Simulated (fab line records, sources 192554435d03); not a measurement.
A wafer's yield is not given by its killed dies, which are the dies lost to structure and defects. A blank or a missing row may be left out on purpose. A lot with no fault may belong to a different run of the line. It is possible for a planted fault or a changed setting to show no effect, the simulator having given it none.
A struck lot beside a sound one ; flow n5 finfet ; 37 out of 1938 route steps
Sound: the wafers L930.1, L930.3, L930.5. Struck: wafers L926.2, L926.3, L926.4. The cause is given at the end.
Per side, at each step with rows, come the tool, then ch with its chambers, and then its first start. Under that, the readings that differ: sound wafers ; struck wafers ; difference of the means ; sigmas: that difference in standard deviations of wafers without a fault.
alike: a reading whose means differ by less than 2 such deviations, as well as words and numbers matching on both sides. not compared: withheld readings; readings where some wafer has no value; bounds like >300 that might hide an equal value; numbers whose values overlap and for which the record gives no deviation.
A row with sigmas, a row that says differs or no value, or rows on one side alone: a step with any of these is where the two part. Numbers that have no deviation but don't overlap get no sigmas and don't part them. A reading missing from all wafers of one side parts the sides only when that side holds two or more wafers.

first, 9 steps without rows for these wafers: N5_BEOL_M4_ANNEAL_95 (time 240 s); N5_BEOL_M4_SPUTTER_96 (material Cu, target thk 4.5 nm, time 8.29 s); N5_BEOL_M4_ECD_50 (material Cu, target thk 300 nm); N5_BEOL_M4_ANNEAL_51 (time 90 s); N5_BEOL_M4_CMP_52 (polishes, stops on SiOC, t overpolish 6.8 s, target thk 40 nm); N5_BEOL_M4_PRE_CLEAN_60 (time 15 s); N5_BEOL_M4_CO_CAP_55 (material Co, precursor CCTBA/H2, target thk 2 nm, time 102.1 s); N5_BEOL_M4_PRE_CLEAN_56 (time 15 s); N5_BEOL_M4_DEP_57 (deposits SiCN from 3MS/NH3, target thk 8 nm, time 14 s).
N5_BEOL_M4_RC_MEAS_101:
  sound on prober-02 ch 0, day 13 06:52; struck on prober-01 ch 0, day 11 16:27
  alike: DIBL_N, DIBL_P, IOFF_N, IOFF_P, ION_N, ION_P, SS_N, SS_P, VT_N, VT_P
then, 24 steps without rows for these wafers: N5_BEOL_M5_ILD_DEP_00 (deposits SiCOH lowk from DEMS/porogen, target thk 140.64 nm, time 25.9 s); N5_BEOL_M5_CURE_79 (cures SiCOH lowk, time 240 s); N5_BEOL_M5_PECVD_70 (deposits SiO2 from TEOS/O2, target thk 16 nm, time 18 s); N5_BEOL_M5_HM_DEP_02 (deposits TiN, target thk 20 nm); N5_BEOL_M5_COAT_59 (time 60 s, resist thk 60 nm); N5_BEOL_M5_COAT_60 (time 60 s, resist thk 12 nm); N5_BEOL_M5_COAT_71 (time 60 s, resist thk 5 nm); N5_BEOL_M5_COAT_05 (resist thk 30 nm); N5_BEOL_M5_EBR_07; N5_BEOL_M5_SOFTBAKE_06 (time 60 s); N5_BEOL_M5_EXPOSE_08 (exposes mask M5, target cd 28 nm); N5_BEOL_M5_PEB_09 (peb time 60 s); N5_BEOL_M5_DEVELOP_10 (develop time 30 s); N5_BEOL_M5_DESCUM_16 (chemistry O2, time 7 s); N5_BEOL_M5_ETCH_72 (etches underlayer in N2/H2, target depth 6.5 nm, time 5.2 s); N5_BEOL_M5_ETCH_61 (etches SiARC in CF4, target depth 15.6 nm, time 26 s); N5_BEOL_M5_ETCH_62 (etches SOC in N2/H2, target depth 75 nm, overetch 15 nm, time 112.5 s); N5_BEOL_M5_STRIP_63 (strips in N2/H2); N5_BEOL_M5_STRIP_73 (strips in N2/H2); N5_BEOL_M5_STRIP_64 (strips in CF4); N5_BEOL_M5_HM_OPEN_17 (chemistry Cl2/BCl3, target TiN, target depth 20 nm, overetch 6 nm); N5_BEOL_M5_STRIP_19 (strips in O2); N5_BEOL_M5_COAT_65 (time 60 s, resist thk 60 nm); N5_BEOL_M5_COAT_66 (time 60 s, resist thk 12 nm).
-- a jump in the record: the struck wafers' starts before and after are 4 days apart (it breaks off in module BEOL_M5 and resumes in module BEOL_M15, where the first step shown is number 1820 of the route) --
N5_BEOL_M15_SPUTTER_44: material Ta, target thk 15 nm, time 24.19 s.
  sound: pvd sputter-03 at day 17 04:59; struck: pvd sputter-03 at day 15 11:05
  no value came back on the struck wafers for bias v (V), cathode dc power W (W), throttle valve pct (%); on the sound wafers bias v (V) reads 80.1 79.7 78.3
N5_BEOL_M15_CMP_49: polishes, stops on SiO2, t overpolish 4.9 s, target thk 850 nm.
  sound on cmp-03 ch 0,1, day 17 05:46; struck on cmp-02 ch 0,1,2, day 15 12:01
reading;sound;struck;difference;sigmas
barrier field endpoint s (s);11.0 10.5 10.8;5.6 5.3 5.4;-5.3;-14
  alike: motor current A
N5_PASSIVATION_PROBE_49:
  sound: prober-01 at day 17 20:05; struck: prober-01 at day 16 05:16
reading;sound;struck;difference;sigmas
defect limited yield (%);90.2 91.8 89.3;83.0 82.4 84.7;-7.1;-5
killed_at_M0_to_M3;47 41 33;26 19 16;-20;-2
killed_at_M4_up;12 12 24;109 119 125;+102;+20
killed dies;116 97 126;201 208 181;+84;+5
killed on rim;9 13 15;27 12 54;+19;+5
sort_bin_5_function (%);5.3 5.1 6.1;14.2 14.3 13.2;+8.4;+8
sort n pass;1064 1083 1054;979 972 999;-84;-5
sort yield pct (%);90.2 91.8 89.3;83.0 82.4 84.7;-7.1;-5
  alike: killed at contacts, killed at front end, killed at other, killed open, killed short, sort_bin_6_memory

## WHERE THEY PART
Earliest at N5_BEOL_M15_SPUTTER_44; latest, in this record, at N5_PASSIVATION_PROBE_49.

WHY: whatever the simulator had introduced
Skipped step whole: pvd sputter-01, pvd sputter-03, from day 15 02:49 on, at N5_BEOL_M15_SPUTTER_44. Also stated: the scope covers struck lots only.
